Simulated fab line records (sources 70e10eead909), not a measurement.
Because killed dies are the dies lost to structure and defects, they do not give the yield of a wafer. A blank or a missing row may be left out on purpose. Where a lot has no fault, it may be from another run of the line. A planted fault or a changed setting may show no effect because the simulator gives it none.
A struck lot beside a sound one	flow nand harc	15 out of 1159 route steps
Sound: wafers L776.2, L776.3, L776.4. Wafers struck: L787.1, L787.5, L787.6. At the end, the cause is stated.
Per side, at each step with rows, come the tool, then ch with its chambers, and then its first start. Under that, the readings that differ: sound wafers	struck wafers	difference of the means	sigmas: that difference in standard deviations of wafers without a fault.
alike: readings whose means differ by less than 2 such deviations, and words and numbers that are the same on both sides. not compared: withheld readings, readings that some wafer has no value for, bounds like >300 that may hide the same value, and numbers for which the record gives no deviation and whose values overlap.
The two part at a step that has a row with sigmas, a row that says differs or no value, or rows on one side only. Numbers that don't overlap but have no deviation are shown without sigmas and don't part them. A reading that every wafer of one side lacks parts them only if that side has two wafers or more.

first, 4 steps without rows for these wafers: NHARC_P_BONDPAD_EBR_05; NHARC_P_BONDPAD_EXPOSE_06 (exposes mask P BPAD); NHARC_P_BONDPAD_PEB_07 (peb time 80 s); NHARC_P_BONDPAD_DEVELOP_08 (time 50 s).
NHARC_P_BONDPAD_CD_MEAS_09: target cd 500 nm.
  sound on cd sem-03 ch 0, day 8 15:47; struck on cd sem-02 ch 0, day 11 09:30
  alike: cd nm
NHARC_P_BONDPAD_OVL_MEAS_38:
  sound on overlay-02 at day 8 15:52; struck on overlay-01 at day 11 09:35
  alike: overlay x nm, overlay y nm
then, 1 step without rows for these wafers: NHARC_P_BONDPAD_HARDBAKE_10 (time 65 s).
NHARC_P_BONDPAD_DESCUM_11: chemistry O2, time 3 s.
  sound on rie diel-01 ch 0,1,3, day 8 16:00; struck on rie diel-01 ch 2,3, day 11 09:43
  alike: drypump motor current A, oes product au, rf vpp V, showerhead plenum p Torr, throttle valve pct
  not compared: rf hours counter h
NHARC_P_BONDPAD_ETCH_37: etches the open film in N2/H2, target depth 60 nm, overetch 18 nm, time 65.91 s.
  sound on rie diel-01 ch 1,2,3, day 8 16:05; struck on rie diel-01 ch 0,1,2, day 11 09:49
  alike: bias w, drypump motor current A, oes product au, rf fwd power W, rf vpp V, showerhead plenum p Torr, throttle valve pct
  not compared: rf hours counter h
NHARC_P_BONDPAD_ETCH_12: etches the open film in CHF3/O2, target depth 200 nm, time 100 s.
  sound: rie diel-01 ch 0,1,3; struck: rie diel-01 ch 0,1,3
  alike: bias w, drypump motor current A, oes product au, rf fwd power W, rf vpp V, showerhead plenum p Torr, throttle valve pct
  not compared: rf hours counter h
NHARC_P_BONDPAD_CD_MEAS_13:
  sound on cd sem-02 at day 8 16:19; struck on cd sem-01 at day 11 10:02
  alike: cd nm
NHARC_P_BONDPAD_STRIP_15: strips in O2.
  sound on rie diel-01 ch 0,2,3, day 8 16:23; struck on rie diel-01 ch 2,3, day 11 10:07
  alike: drypump motor current A, oes product au, rf vpp V, showerhead plenum p Torr, throttle valve pct
  not compared: rf hours counter h
NHARC_P_BONDPAD_ETCH_24: etches the open film in CF4/N2, target depth 30 nm, time 72.99 s.
  sound on rie diel-01 ch 0,1,3, day 8 16:32; struck on rie diel-01 ch 0,1, day 11 10:16
reading	sound	struck	difference	sigmas
oes product au (a.u.)	1.021 0.997 0.998	0.760 0.769 0.757	-0.243	-24
rf fwd power W (W)	296.9 299.3 296.9	177.1 177.1 177.5	-120.5	-99 or more
  alike: bias w, cf4 flow sccm, drypump motor current A, rf vpp V, showerhead plenum p Torr, throttle valve pct
  not compared: rf hours counter h
then, 1 step without rows for these wafers: NHARC_P_BONDPAD_STRIP_16 (strips in post etch residue remover, time 600 s).
-- jump in the record: it breaks off in module P_BONDPAD and resumes in module END (first step shown: number 1159 of the route), and 13 days separate the struck wafers' starts before and after --
NHARC_END_SORT_01:
  sound on prober-02 ch 0, day 21 17:14; struck on prober-02 ch 0, day 24 05:36
reading	sound	struck	difference	sigmas
defect limited yield (%)	96.0 96.9 95.6	0 0 0	-96	-60
killed at array	25 19 27	50 51 49	+26	+2
killed at periphery	2 2 3	626 625 627	+624	+99 or more
killed dies	27 21 30	677 677 677	+651	+59
killed short	0 2 0	5 8 2	+4	+3
sort_bin_2_pct (%)	1.0 1.5 1.5	95.1 94.2 94.1	+93.1	+99 or more
sort_bin_4_pct (%)	2.5 1.3 2.8	4.7 4.9 5.5	+2.8	+3
sort n pass	650 656 647	0 0 0	-651	-59
sort rim yield pct (%)	97.2 96.2 97.2	0 0 0	-97	-36
sort yield pct (%)	96.0 96.9 95.6	0 0 0	-96	-60
  alike: killed at other, killed open, sort_bin_3_pct

## WHERE THEY PART
First at NHARC_P_BONDPAD_ETCH_24; last, within this record, at NHARC_END_SORT_01.

WHY: what the simulator had put in
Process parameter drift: rie diel-01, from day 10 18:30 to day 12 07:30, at NHARC_P_BONDPAD_ETCH_24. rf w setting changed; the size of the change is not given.
